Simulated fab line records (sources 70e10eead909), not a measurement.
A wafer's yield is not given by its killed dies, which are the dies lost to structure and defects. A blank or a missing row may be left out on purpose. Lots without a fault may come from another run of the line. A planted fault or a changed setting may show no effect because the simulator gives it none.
Chamber matching + flow nand_harc + 4 sister chambers for NHARC_A_CONTACT_DESCUM_13 on rie_diel-10
The step chemistry O2, time 3 s. 4 wafers are shown with their chamber, then 12 later ones without.

## WAFERS PAIRED WITH THEIR CHAMBERS
| wafer  | chamber | showerhead_plenum_p_Torr (Torr) |
|--------|---------|---------------------------------|
| L090.3 | 3       | 1.81                            |
| L089.5 | 2       | 1.77                            |
| L088.3 | 1       | 1.96                            |
| L088.5 | 0       | 1.80                            |

## WAFERS MISSING THEIR CHAMBER
| wafer  | showerhead_plenum_p_Torr (Torr) |
|--------|---------------------------------|
| L093.4 | 1.96                            |
| L093.5 | 1.80                            |
| L093.6 | 1.76                            |
| L095.1 | 1.81                            |
| L095.4 | 1.80                            |
| L095.6 | 1.81                            |
| L096.2 | 1.76                            |
| L096.5 | 1.80                            |
| L096.6 | 1.81                            |
| L097.2 | 1.81                            |
| L097.3 | 1.80                            |
| L097.5 | 1.96                            |

## WHICH CHAMBER EACH ONE RAN IN
| wafer  | from the rows above | in truth |
|--------|---------------------|----------|
| L093.4 | 1                   | 1        |
| L093.5 | 0                   | 0        |
| L093.6 | 2                   | 2        |
| L095.1 | 3                   | 3        |
| L095.4 | 0                   | 0        |
| L095.6 | 3                   | 3        |
| L096.2 | 2                   | 2        |
| L096.5 | 0                   | 0        |
| L096.6 | 3                   | 3        |
| L097.2 | 3                   | 3        |
| L097.3 | 0                   | 0        |
| L097.5 | 1                   | 1        |
Placed correctly: 12 of 12. Not placeable from these rows: 0. 0 placed wrongly.
How it was worked out, from the rows above alone: a wafer's distance from a chamber is the root of the sum, over the readings, of the square of ((its reading less the chamber's mean) divided by the reading's scatter). The wafer belongs to the nearest chamber; if the next one is less than 2 further off, it can't be placed. For every chamber, the mean is computed from those of its wafers that are shown. The scatter: with one shown wafer a chamber, the root of the mean of the squares of how far each hidden wafer lies from its nearest shown one.
